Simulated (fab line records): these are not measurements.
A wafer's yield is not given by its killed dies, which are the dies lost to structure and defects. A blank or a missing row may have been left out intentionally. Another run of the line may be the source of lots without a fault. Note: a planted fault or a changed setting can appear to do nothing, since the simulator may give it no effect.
Comparing a struck lot with a sound one	flow nand_harc	39 out of 1302 route steps
Sound: these wafers, L299.1, L299.5, L299.6. Wafers struck: L290.1, L290.2, L290.4. The cause is named last.
For every step that has rows: the tool of each side, followed by ch and its chambers, followed by its first start. Under that, the readings that differ: sound wafers	struck wafers	difference of the means	sigmas: that difference in standard deviations of wafers without a fault.
alike: words and numbers the same on both sides, and readings whose means are apart by under 2 such deviations; not compared: readings that were withheld, readings missing a value for some wafer, numbers with overlapping values and no deviation given by the record, and bounds like >300 which may hide the same value.
A row with sigmas, a row that says differs or no value, or rows on one side alone: a step with any of these is where the two part. When numbers do not overlap yet have no deviation, they are printed without sigmas and do not part them. A reading that every wafer of one side lacks parts them only if that side has two wafers or more.

first, 10 steps without rows for these wafers: NHARC_A_CHANNEL_HOLE_D1_DEP_00 (deposits aC, target thk 3100 nm); NHARC_A_CHANNEL_HOLE_D1_DEP_01 (deposits SiON, target thk 140 nm); NHARC_A_CHANNEL_HOLE_D1_DEHYDRATE_02 (time 120 s); NHARC_A_CHANNEL_HOLE_D1_HMDS_03 (time 30 s); NHARC_A_CHANNEL_HOLE_D1_COAT_36 (time 75 s); NHARC_A_CHANNEL_HOLE_D1_COAT_37 (time 65 s); NHARC_A_CHANNEL_HOLE_D1_COAT_04 (resist thk 90 nm); NHARC_A_CHANNEL_HOLE_D1_SOFTBAKE_05 (time 55 s); NHARC_A_CHANNEL_HOLE_D1_EBR_06; NHARC_A_CHANNEL_HOLE_D1_EXPOSE_07 (exposes mask HOLE D1, target cd 100 nm).
NHARC_A_CHANNEL_HOLE_D1_PEB_08: peb time 65 s.
  sound on litho_track-06 ch 0, day 17 11:24; struck on litho_track-06 ch 0, day 13 17:49
then, 1 step without rows for these wafers: NHARC_A_CHANNEL_HOLE_D1_DEVELOP_09 (develop time 35 s).
NHARC_A_CHANNEL_HOLE_D1_CD_MEAS_10: target cd 100 nm.
  sound on cd_sem-03 ch 0, day 17 11:29; struck on cd_sem-01 ch 0, day 13 17:54
reading	sound	struck	difference	sigmas
cd_nm (nm)	100.0 99.7 100.0	109.0 109.5 109.0	+9.3	+18
NHARC_A_CHANNEL_HOLE_D1_DESCUM_15: chemistry O2, time 3 s.
  sound on rie_diel-11 ch 0,3, day 17 11:40; struck on rie_diel-01 ch 0,1,2, day 13 18:06
reading	sound	struck	difference	sigmas
model.A_CHANNEL_HOLE_D1.cd_nm (nm)	100.4 99.54 100.2	109.6 109.4 109	+9.3	
  alike: drypump_motor_current_A, oes_product_au, rf_vpp_V, showerhead_plenum_p_Torr, throttle_valve_pct
  not compared: rf_hours_counter_h
then, 4 steps without rows for these wafers: NHARC_A_CHANNEL_HOLE_D1_ETCH_38 (etches the open film in CF4, target depth 39 nm, time 65 s); NHARC_A_CHANNEL_HOLE_D1_ETCH_39 (etches the open film in N2/H2, target depth 260 nm, time 325 s); NHARC_A_CHANNEL_HOLE_D1_ETCH_34 (etches the open film in CF4/CHF3, target depth 154 nm, time 77 s); NHARC_A_CHANNEL_HOLE_D1_ETCH_16 (etches the open film in O2/COS, target depth 3100 nm, time 806 s).
NHARC_A_CHANNEL_HOLE_D1_CD_MEAS_18:
  sound: cd_sem-01 at day 17 12:46; struck: cd_sem-01 at day 13 19:12
reading	sound	struck	difference	sigmas
cd_nm (nm)	97.4 99.1 101.4	108.1 109.7 107.6	+9.2	+5
then, 12 steps without rows for these wafers: NHARC_A_CHANNEL_HOLE_D1_ETCH_19 (etches the open film in C4F8/O2/Ar, time 34.5 s); NHARC_A_CHANNEL_HOLE_D1_ETCH_20 (etches the open film in C4F8/O2/Ar, time 361.9 s, target depth 1600 nm); NHARC_A_CHANNEL_HOLE_D1_ETCH_21 (etches the open film in C4F8/O2/Ar, time 514.3 s, target depth 1600 nm); NHARC_A_CHANNEL_HOLE_D1_ETCH_22 (etches the open film in C4F8/O2/Ar, time 666.7 s, target depth 1600 nm); NHARC_A_CHANNEL_HOLE_D1_ETCH_23 (etches the open film in C4F8/O2/Ar, time 819 s, target depth 1600 nm); NHARC_A_CHANNEL_HOLE_D1_ETCH_24 (etches the open film in C4F8/O2/Ar, time 906.2 s, target depth 1500 nm); NHARC_A_CHANNEL_HOLE_D1_ETCH_25 (etches the open film in C4F8/O2/Ar, time 1040.2 s, target depth 1500 nm); NHARC_A_CHANNEL_HOLE_D1_ETCH_26 (etches the open film in C4F8/O2/Ar, time 224.1 s, target depth 300 nm); NHARC_A_CHANNEL_HOLE_D1_ETCH_33 (etches the open film in C4F8/O2/Ar, time 90 s, target depth 400 nm); NHARC_A_CHANNEL_HOLE_D1_STRIP_41 (strips in N2/H2); NHARC_A_CHANNEL_HOLE_D1_STRIP_42 (strips in CF4/CHF3); NHARC_A_CHANNEL_HOLE_D1_STRIP_43 (strips in O2/COS).
NHARC_A_CHANNEL_HOLE_D1_ETCH_44: etches the open film in CF4/O2, target depth 140 nm, overetch 14 nm, time 77 s.
  sound on rie_diel-11 ch 2,3, day 17 22:14; struck on rie_diel-11 ch 1,2,3, day 14 02:40
reading	sound	struck	difference	sigmas
model.A_CHANNEL_HOLE_D1.cd_nm (nm)	89.32 88.13 89.75	99.03 100.1 98.03	+9.99	
  alike: cf4_flow_sccm, drypump_motor_current_A, oes_product_au, rf_vpp_V, showerhead_plenum_p_Torr, throttle_valve_pct
  not compared: rf_hours_counter_h
then, 3 steps without rows for these wafers: NHARC_A_CHANNEL_HOLE_D1_STRIP_27 (strips in O2); NHARC_A_CHANNEL_HOLE_D1_PRECLEAN_28 (cleans in SC1); NHARC_A_CHANNEL_HOLE_D1_SRD_29.
NHARC_A_CHANNEL_HOLE_D1_CD_MEAS_30:
  sound: cd_sem-01 at day 17 23:02; struck: cd_sem-03 at day 14 03:27
reading	sound	struck	difference	sigmas
cd_nm (nm)	88.8 87.8 89.3	98.8 99.7 97.7	+10.1	+8
NHARC_A_CHANNEL_HOLE_D1_XSEM_31:
  sound on xsem-02 ch 0, day 17 23:07; struck on xsem-01 ch 0, day 14 03:32
reading	sound	struck	difference	sigmas
bot_cd_nm (nm)	73.7 72.7 73.9	84.1 84.9 82.9	+10.5	+8
  alike: bow_nm, tilt_deg
-- jump in the record: it breaks off in module A_CHANNEL_HOLE_D1 and resumes in module END (first step shown: number 1301 of the route), and 15 days separate the struck wafers' starts before and after --
NHARC_END_WLT_00:
  sound: prober-02 at day 33 02:11; struck: prober-01 at day 29 07:23
reading	sound	struck	difference	sigmas
VT_DECK1_BOTTOM	0.872 0.883 0.874	0.896 0.892 0.893	+0.017	+3
VT_DECK1_BOTTOM_INNER	0.878 0.882 0.877	0.902 0.897 0.889	+0.017	+2
VT_DECK1_MEDIAN_NEAR_BOTTOM	0.875 0.881 0.879	0.896 0.893 0.890	+0.015	+2
VT_DECK1_MEDIAN_NEAR_BOTTOM_INNER	0.876 0.877 0.878	0.896 0.894 0.894	+0.018	+2
VT_DECK1_MIDDLE_INNER	0.887 0.886 0.894	0.904 0.910 0.909	+0.019	+3
VT_DECK2_BOTTOM	0.858 0.853 0.850	0.872 0.871 0.875	+0.019	+3
VT_DECK2_BOTTOM_INNER	0.858 0.854 0.851	0.865 0.869 0.875	+0.015	+2
VT_DECK2_MEDIAN_NEAR_BOTTOM_INNER	0.862 0.849 0.852	0.866 0.876 0.876	+0.018	+2
VT_DECK2_MIDDLE	0.871 0.872 0.868	0.886 0.884 0.887	+0.015	+2
VT_DECK2_MIDDLE_INNER	0.872 0.867 0.873	0.886 0.896 0.888	+0.019	+3
  alike: VT_DECK1_MIDDLE, VT_DECK1_TOP, VT_DECK1_TOP_INNER, VT_DECK2_MEDIAN_NEAR_BOTTOM, VT_DECK2_TOP, VT_DECK2_TOP_INNER
NHARC_END_SORT_01:
  sound on prober-02 ch 0, day 33 05:10; struck on prober-01 ch 0, day 29 11:14
  alike: killed_at_array, killed_at_other, killed_at_periphery, killed_dies, killed_open, killed_short

WHERE THEY PART
At NHARC_A_CHANNEL_HOLE_D1_CD_MEAS_10 first; at NHARC_END_WLT_00 last (within this record only). Later steps at which nothing parts them and some readings are alike: NHARC_END_SORT_01.

WHY: whatever the simulator had introduced
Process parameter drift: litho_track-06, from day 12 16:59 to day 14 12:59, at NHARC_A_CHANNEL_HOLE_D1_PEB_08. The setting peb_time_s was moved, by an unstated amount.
